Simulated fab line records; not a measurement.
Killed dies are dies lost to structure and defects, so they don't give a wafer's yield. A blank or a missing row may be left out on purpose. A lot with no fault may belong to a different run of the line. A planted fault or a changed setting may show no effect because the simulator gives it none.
fab line records | flow n5-finfet
record lots=6 | wafers=18 | last-day=17
route steps=1938 shown BEOL_M11@1570
lots that met no fault: from a run of the same line without faults
start-h: the number of hours between the record's first day and the start of the first shown wafer of the lot | wait-h: time in hours since the lot's previous step | " same as the row above | L1.1+2: one row covering several wafers at once | - no value present, or no start provided | * or withheld: withheld | < > ~ a bound
route shown NAME@n: a module of which the file shows steps, and the number in the route of the first | usual: average and standard deviation across the fault-free wafers | same: alike in all rows | chamber/n: place in a boat | sites: the reading at each site | _std_site: their standard deviation | _edge_site: inner sites' mean taken away from outer sites' mean | radius-mm: for every site, how far away it sits from the centre of the wafer | mask NAME#n: copy n | behind: the most recent tool/chamber to have shaped the wafer | hold: the reason the lot was held/the length of the hold in hours/how it ended | device: the n, p or np transistor that did not switch | end of line: tests of these same wafers at the route's end | a step given without rows: its recipe and nothing more | killed: count of dies lost to structure and defects at first sort (not the wafer's yield) | map: per-die view of a wafer (x killed, . not killed, _ where there is no die)
set.NAME: the setting that was run; set.NAME@STEP: the one run at that earlier step | model.NAME: the simulator's own value behind a step, which no gauge read
a table for each step, a row for each wafer; lots at some steps of the route
services: a tool's chamber out of use, with start hour (start-h, from the record's first day; less than 0 if before it), hours out, and reason
## steps
# step N5_BEOL_M11_INSPECT_30
# recipe mode=adi | inspect-instrument=brightfield
# usual raw-defect-count=416/93
lot.wafer | tool              | chamber | start-h | wait-h | raw-defect-count
L332.1    | defect-inspect-02 | -       | 223.94  | 0.0    | 551
L332.2    | "                 | -       | "       | "      | 468
L332.6    | "                 | -       | "       | "      | 413
L341.1    | defect-inspect-02 | -       | 291.63  | 0.0    | 280
L341.2    | "                 | -       | "       | "      | 323
L341.3    | "                 | -       | "       | "      | 362
L343.1    | defect-inspect-01 | -       | 312.28  | 0.0    | 345
L343.3    | "                 | -       | "       | "      | 473
L343.5    | "                 | -       | "       | "      | 386
L345.3    | defect-inspect-02 | -       | 312.76  | 0.0    | 277
L345.4    | "                 | -       | "       | "      | 459
L345.5    | "                 | -       | "       | "      | 384
L351.2    | defect-inspect-02 | -       | 346.82  | 0.3    | 406
L351.3    | "                 | -       | "       | "      | 501
L351.5    | "                 | -       | "       | "      | 348
L352.2    | defect-inspect-01 | -       | 349.48  | 0.0    | 356
L352.5    | "                 | -       | "       | "      | 555
L352.6    | "                 | -       | "       | "      | 347
# step N5_BEOL_M11_DESCUM_33
# recipe chemistry=O2 | time-s=7.9 | source-power-w=50 | bias-power-w=20 | pressure-mtorr=20 | rf-frequency-hz=2.712e+07 | temp-c=40 | resist=CAR-ArF | o2-flow-sccm=225
# usual drypump-motor-current-A=5.8/0.6 | oes-product-au=0.79/0.089 | rf-fwd-power-W=49.37/0.26 | rf-vpp-V=243.4/1.6 | showerhead-plenum-p-Torr=2.11/0.084 | throttle-valve-pct=20.39/0.18
lot.wafer | tool        | chamber | start-h | wait-h | drypump-motor-current-A | oes-product-au | rf-fwd-power-W | rf-hours-counter-h | rf-vpp-V | showerhead-plenum-p-Torr | throttle-valve-pct
L332.1    | rie-diel-03 | 3       | 224.88  | 0.9    | 6.4                     | 0.89           | 49.24          | 26                 | 244.2    | 2.23                     | 20.14
L332.2    | "           | 2       | "       | "      | 5.5                     | 0.72           | 49.66          | 201                | 243.9    | 2.07                     | 20.54
L332.6    | "           | 2       | "       | "      | 5.5                     | 0.72           | 49.54          | -                  | 242.7    | 2.07                     | 20.53
L341.1    | rie-diel-03 | 0       | 291.66  | 0.0    | 5.1                     | 0.71           | 49.20          | 203                | 242.0    | 1.99                     | 20.33
L341.2    | "           | 2       | "       | "      | 5.5                     | 0.71           | 49.57          | 223                | 243.1    | 2.06                     | 20.56
L341.3    | "           | 1       | "       | "      | 6.1                     | 0.70           | 49.38          | 178                | 244.6    | 2.18                     | 20.61
L343.1    | rie-diel-01 | 3       | 312.31  | 0.0    | 6.2                     | 0.74           | 49.36          | 146                | 241.0    | 2.00                     | 20.26
L343.3    | "           | 0       | "       | "      | 5.9                     | 0.86           | 49.42          | 63                 | 245.4    | 2.21                     | 20.20
L343.5    | "           | 0       | "       | "      | 5.9                     | 0.86           | 49.65          | -                  | 246.0    | 2.21                     | 20.21
L345.3    | rie-diel-01 | 1       | 312.79  | 0.0    | 4.7                     | 0.88           | 49.46          | 39                 | 243.5    | 2.12                     | 20.38
L345.4    | "           | 2       | "       | "      | 6.5                     | 0.88           | 49.48          | 32                 | 242.7    | 2.05                     | 20.53
L345.5    | "           | 1       | "       | "      | 4.7                     | 0.87           | 49.49          | -                  | 243.6    | 2.12                     | 20.39
L351.2    | rie-diel-04 | 0       | 346.86  | 0.0    | 5.4                     | 0.73           | 50.01          | 215                | 244.4    | 2.15                     | 20.62
L351.3    | "           | 2       | "       | "      | 6.1                     | 0.91           | 49.35          | 29                 | 241.2    | 2.05                     | 20.30
L351.5    | "           | 0       | "       | "      | 5.4                     | 0.72           | 49.89          | -                  | 244.5    | 2.15                     | 20.63
L352.2    | rie-diel-03 | 2       | 349.89  | 0.4    | 5.5                     | 0.70           | 49.36          | 242                | 241.9    | 2.06                     | 20.59
L352.5    | "           | 1       | "       | "      | 6.1                     | 0.69           | 49.43          | -                  | 245.2    | 2.17                     | 20.66
L352.6    | "           | 0       | "       | "      | 5.2                     | 0.71           | 49.15          | -                  | 240.8    | 1.99                     | 20.35
# step N5_BEOL_M11_ETCH_65
# recipe chemistry=CF4 | target=SiARC | target-depth-a=390 | mask-material=CAR-ArF | time-s=65 | ion-energy-ev=80 | pressure-mtorr=40 | source-w=545 | bias-w=36 | Ar_flow_sccm=100 | cf4-flow-sccm=100 | ends=cleared
# step N5_BEOL_M11_ETCH_66
# recipe chemistry=N2/H2 | target=SOC | target-depth-a=1200 | overetch-a=240 | mask-material=SiARC | temp-c=40 | time-s=180 | ion-energy-ev=200 | pressure-mtorr=30 | source-w=840 | bias-w=150 | n2-flow-sccm=200 | h2-flow-sccm=200
# usual drypump-motor-current-A=5.8/0.6 | oes-product-au=0.64/0.07 | rf-fwd-power-W=836.7/3 | rf-vpp-V=524.4/2.9 | showerhead-plenum-p-Torr=2.56/0.1 | throttle-valve-pct=17.77/0.22
lot.wafer | tool        | chamber | start-h | wait-h | drypump-motor-current-A | oes-product-au | rf-fwd-power-W | rf-hours-counter-h | rf-vpp-V | showerhead-plenum-p-Torr | throttle-valve-pct
L332.1    | rie-diel-03 | 3       | 224.97  | 0.0    | 6.4                     | 0.71           | 834.6          | 26                 | 526.8    | 2.70                     | 17.47
L332.2    | "           | 2       | "       | "      | 5.5                     | 0.59           | 841.6          | 201                | 524.6    | 2.52                     | 18.08
L332.6    | "           | 2       | "       | "      | 5.5                     | 0.58           | 838.2          | -                  | 524.0    | 2.52                     | 18.08
L341.1    | rie-diel-03 | 0       | 291.75  | 0.0    | 5.1                     | 0.58           | 833.6          | 203                | 519.9    | 2.42                     | 17.71
L341.2    | "           | 2       | "       | "      | 5.5                     | 0.57           | 839.4          | 223                | 521.3    | 2.51                     | 18.12
L341.3    | "           | 1       | "       | "      | 6.1                     | 0.57           | 833.8          | 178                | 526.6    | 2.64                     | 17.92
L343.1    | rie-diel-01 | 3       | 312.40  | 0.0    | 6.2                     | 0.60           | 835.5          | 146                | 521.8    | 2.44                     | 17.69
L343.3    | "           | 0       | "       | "      | 5.8                     | 0.70           | 840.9          | 63                 | 527.8    | 2.69                     | 17.55
L343.5    | "           | 0       | "       | "      | 5.9                     | 0.69           | 840.0          | -                  | 527.0    | 2.68                     | 17.56
L345.3    | rie-diel-01 | 1       | 312.88  | 0.0    | 4.7                     | 0.71           | 836.3          | 39                 | 526.4    | 2.59                     | 17.78
L345.4    | "           | 2       | "       | "      | 6.6                     | 0.71           | 841.0          | 32                 | 521.9    | 2.48                     | 17.85
L345.5    | "           | 1       | "       | "      | 4.7                     | 0.71           | 835.8          | -                  | 526.1    | 2.60                     | 17.81
L351.2    | rie-diel-04 | 0       | 346.94  | 0.0    | 5.4                     | 0.58           | 839.9          | 215                | 524.7    | 2.63                     | 18.13
L351.3    | "           | 2       | "       | "      | 6.1                     | 0.73           | 836.8          | 29                 | 523.6    | 2.49                     | 17.69
L351.5    | "           | 0       | "       | "      | 5.3                     | 0.59           | 839.8          | -                  | 526.6    | 2.63                     | 18.14
L352.2    | rie-diel-03 | 2       | 349.98  | 0.0    | 5.5                     | 0.56           | 837.9          | 242                | 522.3    | 2.50                     | 18.16
L352.5    | "           | 1       | "       | "      | 6.1                     | 0.55           | 837.7          | -                  | 526.6    | 2.63                     | 17.96
L352.6    | "           | 0       | "       | "      | 5.1                     | 0.56           | 837.2          | -                  | 519.4    | 2.41                     | 17.72
# step N5_BEOL_M11_STRIP_69
# recipe chemistry=N2/H2 | temp-c=40 | n2-flow-sccm=200 | h2-flow-sccm=200 | rf-frequency-hz=6e+07
# step N5_BEOL_M11_VIA_ETCH_34
# recipe chemistry=C4F6/O2 | target=SiCOH_lowk | target-depth-a=1845 | mask-material=SOC | taper-deg=4 | time-s=69.2 | ion-energy-ev=250 | pressure-mtorr=30 | source-w=345 | bias-w=185 | Ar_flow_sccm=300 | C4F6_flow_sccm=10 | O2_flow_sccm=10
# step N5_BEOL_M11_STRIP_73
# recipe chemistry=C4F6/O2 | resist=SiARC | rf-frequency-hz=6e+07
# step N5_BEOL_M11_STRIP_36
# recipe chemistry=N2/H2 | power-w=450 | temp-c=40 | pressure-mtorr=20 | rf-frequency-hz=6e+07 | overash-fraction=0.3 | bias-power-w=7 | h2-frac=0.5 | n2-flow-sccm=200 | h2-flow-sccm=200
# usual drypump-motor-current-A=5.8/0.6 | oes-product-au=0.79/0.089 | rf-vpp-V=59.3/1.9 | showerhead-plenum-p-Torr=2.56/0.1 | throttle-valve-pct=23.57/0.28
lot.wafer | tool        | chamber | start-h | wait-h | drypump-motor-current-A | oes-product-au | rf-hours-counter-h | rf-vpp-V | showerhead-plenum-p-Torr | throttle-valve-pct
L332.1    | rie-diel-03 | 3       | 225.15  | 0.0    | 6.4                     | 0.88           | 26                 | 60.1     | 2.69                     | 23.26
L332.2    | "           | 2       | "       | "      | 5.5                     | 0.72           | 201                | 62.0     | 2.51                     | 24.04
L332.6    | "           | 2       | "       | "      | 5.5                     | 0.72           | -                  | 56.2     | 2.51                     | 24.03
L341.1    | rie-diel-03 | 0       | 291.93  | 0.0    | 5.1                     | 0.71           | 203                | 57.6     | 2.41                     | 23.44
L341.2    | "           | 2       | "       | "      | 5.5                     | 0.71           | 223                | 62.1     | 2.50                     | 24.07
L341.3    | "           | 1       | "       | "      | 6.1                     | 0.71           | 179                | 62.3     | 2.64                     | 23.64
L343.1    | rie-diel-01 | 3       | 312.58  | 0.0    | 6.2                     | 0.74           | 146                | 59.6     | 2.44                     | 23.45
L343.3    | "           | 0       | "       | "      | 5.9                     | 0.85           | 63                 | 58.2     | 2.68                     | 23.31
L343.5    | "           | 0       | "       | "      | 5.8                     | 0.86           | -                  | 58.9     | 2.68                     | 23.29
L345.3    | rie-diel-01 | 1       | 313.06  | 0.0    | 4.7                     | 0.87           | 39                 | 59.8     | 2.59                     | 23.68
L345.4    | "           | 2       | "       | "      | 6.6                     | 0.87           | 32                 | 60.8     | 2.48                     | 23.78
L345.5    | "           | 1       | "       | "      | 4.7                     | 0.87           | -                  | 57.3     | 2.59                     | 23.66
L351.2    | rie-diel-04 | 0       | 347.13  | 0.0    | 5.4                     | 0.72           | 215                | 59.4     | 2.62                     | 23.99
L351.3    | "           | 2       | "       | "      | 6.2                     | 0.90           | 29                 | 59.7     | 2.48                     | 23.55
L351.5    | "           | 0       | "       | "      | 5.4                     | 0.74           | -                  | 59.5     | 2.62                     | 24.02
L352.2    | rie-diel-03 | 2       | 350.16  | 0.0    | 5.5                     | 0.69           | 242                | 59.8     | 2.50                     | 24.09
L352.5    | "           | 1       | "       | "      | 6.1                     | 0.70           | -                  | 57.4     | 2.63                     | 23.65
L352.6    | "           | 0       | "       | "      | 5.1                     | 0.70           | -                  | 56.2     | 2.41                     | 23.42
# step N5_BEOL_M11_TRENCH_ETCH_37
# recipe chemistry=C4F6/O2 | target-depth-a=1488.3 | target=SiCOH_lowk | time-s=48 | ion-energy-ev=250 | pressure-mtorr=30 | source-w=345 | bias-w=185 | Ar_flow_sccm=300 | C4F6_flow_sccm=10 | O2_flow_sccm=10
# usual drypump-motor-current-A=5.8/0.6 | oes-product-au=0.79/0.09 | rf-fwd-power-W=341.3/1.5 | rf-vpp-V=666/7.7 | showerhead-plenum-p-Torr=2.87/0.11 | throttle-valve-pct=20.90/0.19
lot.wafer | tool        | chamber | start-h | wait-h | drypump-motor-current-A | oes-product-au | rf-fwd-power-W | rf-hours-counter-h | rf-vpp-V | showerhead-plenum-p-Torr | throttle-valve-pct
L332.1    | rie-diel-03 | 3       | -       | -      | 6.4                     | 0.89           | 340.8          | 26                 | 678      | 3.02                     | 20.64
L332.2    | "           | 2       | "       | "      | 5.5                     | 0.71           | 342.4          | 201                | 663      | 2.83                     | 21.10
L332.6    | "           | 2       | "       | "      | 5.5                     | 0.71           | 341.7          | -                  | 664      | 2.83                     | 21.10
L341.1    | rie-diel-03 | 0       | -       | -      | 5.1                     | 0.71           | 340.9          | 203                | 656      | 2.72                     | 20.81
L341.2    | "           | 2       | "       | "      | 5.5                     | 0.70           | 345.1          | 223                | 662      | 2.82                     | 21.13
L341.3    | "           | 1       | "       | "      | 6.1                     | 0.71           | 342.3          | 179                | 677      | 2.94                     | 21.02
L343.1    | rie-diel-01 | 3       | -       | -      | 6.2                     | 0.75           | 343.1          | 146                | 674      | 2.73                     | 20.77
L343.3    | "           | 0       | "       | "      | 5.9                     | 0.86           | 341.9          | 64                 | 656      | 2.99                     | 20.69
L343.5    | "           | 0       | "       | "      | 5.9                     | 0.87           | 340.8          | -                  | 654      | 2.99                     | 20.69
L345.3    | rie-diel-01 | 1       | -       | -      | 4.7                     | 0.88           | 340.0          | 39                 | 667      | 2.90                     | 20.97
L345.4    | "           | 2       | "       | "      | 6.6                     | 0.89           | 341.3          | 32                 | 663      | 2.79                     | 20.98
L345.5    | "           | 1       | "       | "      | 4.7                     | 0.88           | 341.1          | -                  | 669      | 2.90                     | 20.97
L351.2    | rie-diel-04 | 0       | -       | -      | 5.4                     | 0.73           | 341.9          | 215                | 657      | 2.94                     | 21.21
L351.3    | "           | 2       | "       | "      | 6.1                     | 0.91           | 339.4          | 29                 | 663      | 2.79                     | 20.77
L351.5    | "           | 0       | "       | "      | 5.4                     | 0.73           | 340.9          | -                  | 658      | 2.94                     | 21.20
L352.2    | rie-diel-03 | 2       | -       | -      | 5.5                     | 0.69           | 342.5          | 242                | 662      | 2.81                     | 21.16
L352.5    | "           | 1       | "       | "      | 6.1                     | 0.69           | 341.1          | -                  | 676      | 2.93                     | 21.05
L352.6    | "           | 0       | "       | "      | 5.1                     | 0.69           | 338.0          | -                  | 655      | 2.71                     | 20.84
# step N5_BEOL_M11_ETCH_41
# recipe chemistry=CH3F/O2 | target=SiCN | target-depth-a=426 | taper-deg=2 | time-s=86 | ion-energy-ev=120 | mask-material=TiN | pressure-mtorr=30 | source-w=395 | bias-w=75 | Ar_flow_sccm=150 | CH3F_flow_sccm=30 | O2_flow_sccm=20
# step N5_BEOL_M11_STRIP_77
# recipe chemistry=N2/H2 | time-s=10 | power-w=450 | temp-c=40 | pressure-mtorr=20 | rf-frequency-hz=6e+07 | bias-power-w=7 | n2-flow-sccm=200 | h2-flow-sccm=200
# usual drypump-motor-current-A=5.8/0.6 | oes-product-au=0.79/0.088 | rf-vpp-V=59.2/0.97 | showerhead-plenum-p-Torr=2.56/0.1 | throttle-valve-pct=23.58/0.28
lot.wafer | tool        | chamber | start-h | wait-h | drypump-motor-current-A | oes-product-au | rf-hours-counter-h | rf-vpp-V | showerhead-plenum-p-Torr | throttle-valve-pct
L332.1    | rie-diel-03 | 3       | -       | -      | 6.5                     | 0.88           | 27                 | 59.9     | 2.69                     | 23.27
L332.2    | "           | 2       | "       | "      | 5.5                     | 0.73           | 201                | 59.3     | 2.51                     | 24.06
L332.6    | "           | 2       | "       | "      | 5.4                     | 0.72           | -                  | 56.9     | 2.51                     | 24.05
L341.1    | rie-diel-03 | 0       | -       | -      | 5.1                     | 0.70           | 203                | 58.0     | 2.41                     | 23.43
L341.2    | "           | 2       | "       | "      | 5.4                     | 0.70           | 223                | 58.0     | 2.50                     | 24.07
L341.3    | "           | 1       | "       | "      | 6.1                     | 0.70           | 179                | 60.4     | 2.64                     | 23.62
L343.1    | rie-diel-01 | 3       | -       | -      | 6.2                     | 0.74           | 146                | 59.1     | 2.44                     | 23.47
L343.3    | "           | 0       | "       | "      | 5.9                     | 0.86           | 64                 | 59.5     | 2.68                     | 23.31
L343.5    | "           | 0       | "       | "      | 5.9                     | 0.87           | -                  | 58.9     | 2.68                     | 23.32
L345.3    | rie-diel-01 | 1       | -       | -      | 4.7                     | 0.87           | 39                 | 58.6     | 2.59                     | 23.67
L345.4    | "           | 2       | "       | "      | 6.5                     | 0.87           | 32                 | 59.2     | 2.48                     | 23.76
L345.5    | "           | 1       | "       | "      | 4.7                     | 0.86           | -                  | 58.7     | 2.59                     | 23.66
L351.2    | rie-diel-04 | 0       | -       | -      | 5.4                     | 0.72           | 215                | 58.7     | 2.62                     | 24.03
L351.3    | "           | 2       | "       | "      | 6.1                     | 0.90           | 29                 | 58.6     | 2.48                     | 23.57
L351.5    | "           | 0       | "       | "      | 5.4                     | 0.73           | -                  | 59.2     | 2.62                     | 24.00
L352.2    | rie-diel-03 | 2       | -       | -      | 5.5                     | 0.69           | 242                | 59.0     | 2.50                     | 24.10
L352.5    | "           | 1       | "       | "      | 6.1                     | 0.69           | -                  | 59.1     | 2.63                     | 23.64
L352.6    | "           | 0       | "       | "      | 5.1                     | 0.70           | -                  | 59.6     | 2.41                     | 23.42
# step N5_BEOL_M11_OCD_MEAS_38
# usual trench-depth-nm=149.0/1.8
lot.wafer | tool   | chamber | start-h | wait-h | trench-depth-nm
L332.1    | ocd-02 | -       | 225.37  | -      | 149.7
L332.2    | "      | -       | "       | "      | 147.3
L332.6    | "      | -       | "       | "      | 147.5
L341.1    | ocd-02 | -       | 292.16  | -      | 147.0
L341.2    | "      | -       | "       | "      | 148.0
L341.3    | "      | -       | "       | "      | 147.4
L343.1    | ocd-01 | -       | 312.80  | -      | 149.6
L343.3    | "      | -       | "       | "      | 150.3
L343.5    | "      | -       | "       | "      | 150.0
L345.3    | ocd-02 | -       | 313.29  | -      | 151.0
L345.4    | "      | -       | "       | "      | 151.1
L345.5    | "      | -       | "       | "      | 149.9
L351.2    | ocd-01 | -       | 347.35  | -      | 147.8
L351.3    | "      | -       | "       | "      | 149.9
L351.5    | "      | -       | "       | "      | 147.3
L352.2    | ocd-02 | -       | 350.39  | -      | 147.3
L352.5    | "      | -       | "       | "      | 146.1
L352.6    | "      | -       | "       | "      | 148.5
# step N5_BEOL_M11_HM_STRIP_39
# recipe chemistry=peroxide-tin-strip | material=TiN | target-depth-a=250 | temp-c=50 | time-s=158
# usual bath-heat-duty-pct=6.8/1.1 | run-length-s=164.8/2.8
lot.wafer | tool         | chamber | start-h | wait-h | bath-heat-duty-pct | run-length-s
L332.1    | wet-bench-05 | 1       | 225.41  | 0.0    | 5.1                | 162.7
L332.2    | "            | 5       | "       | "      | 6.5                | 164.9
L332.6    | "            | 0       | "       | "      | 8.2                | 161.8
L341.1    | wet-bench-04 | 3       | 292.19  | 0.0    | 8.2                | 165.9
L341.2    | "            | 5       | "       | "      | 6.3                | 163.8
L341.3    | "            | 2       | "       | "      | 6.7                | 163.3
L343.1    | wet-bench-05 | 6       | 312.84  | 0.0    | 7.7                | 123.8
L343.3    | "            | 5       | "       | "      | 7.1                | 125.8
L343.5    | "            | 1       | "       | "      | 6.3                | 125.4
L345.3    | wet-bench-05 | 2       | 313.32  | 0.0    | 8.5                | 126.6
L345.4    | "            | 0       | "       | "      | 9.1                | 124.1
L345.5    | "            | 1       | "       | "      | 6.5                | 125.3
L351.2    | wet-bench-02 | 1       | 347.38  | 0.0    | 7.1                | 164.1
L351.3    | "            | 6       | "       | "      | 5.2                | 163.5
L351.5    | "            | 5       | "       | "      | 6.1                | 165.3
L352.2    | wet-bench-02 | 0       | 350.42  | 0.0    | 7.7                | 163.7
L352.5    | "            | 2       | "       | "      | 5.3                | 162.2
L352.6    | "            | 1       | "       | "      | 5.7                | 163.7
# step N5_BEOL_M11_SRD_40
# recipe time-s=30 | temp-c=23 | rinse-liquid=diw | dry=ipa-marangoni
## services
tool        | chamber | start-h | hours | kind
rie-diel-04 | -       | 211.67  | 2.8   | pm
rie-diel-01 | -       | 217.33  | 9.7   | repair
rie-diel-04 | -       | 217.33  | 2.1   | repair
rie-diel-01 | -       | 229.97  | 2.8   | pm
rie-diel-04 | 1       | 239.23  | 6.4   | repair
rie-diel-04 | 2       | 247.20  | -     | clean
rie-diel-04 | 2       | 247.20  | -     | consumable-replace:focus-ring
rie-diel-04 | 2       | 247.20  | 17.3  | scheduled-down
rie-diel-04 | 2       | 247.20  | 17.3  | vent-cycle
rie-diel-01 | 3       | 284.47  | 7.4   | repair
rie-diel-04 | 3       | 295.36  | -     | clean
rie-diel-04 | 3       | 295.36  | -     | consumable-replace:focus-ring
rie-diel-04 | 3       | 295.36  | -     | consumable-replace:showerhead
rie-diel-04 | 3       | 295.36  | 27.3  | scheduled-down
rie-diel-04 | 3       | 295.36  | 27.3  | vent-cycle
## key
first-sign step=N5_BEOL_M11_HM_STRIP_39 | reading=run-length-s | direction=down | sigmas=14 | usual=* | struck=*
effect none on later readings
met-at N5_BEOL_M11_HM_STRIP_39
struck-wafers L343.1,L343.3,L343.5,L345.3,L345.4,L345.5
onset-between 225.41 312.84
fault kind=process-parameter-drift | tool=wet-bench-05 | chamber=- | onset-h=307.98 | steps=N5_BEOL_M11_HM_STRIP_39 | channel=time-s | offset=* | shape=step | end-h=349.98 | acts-in=* | stated=*
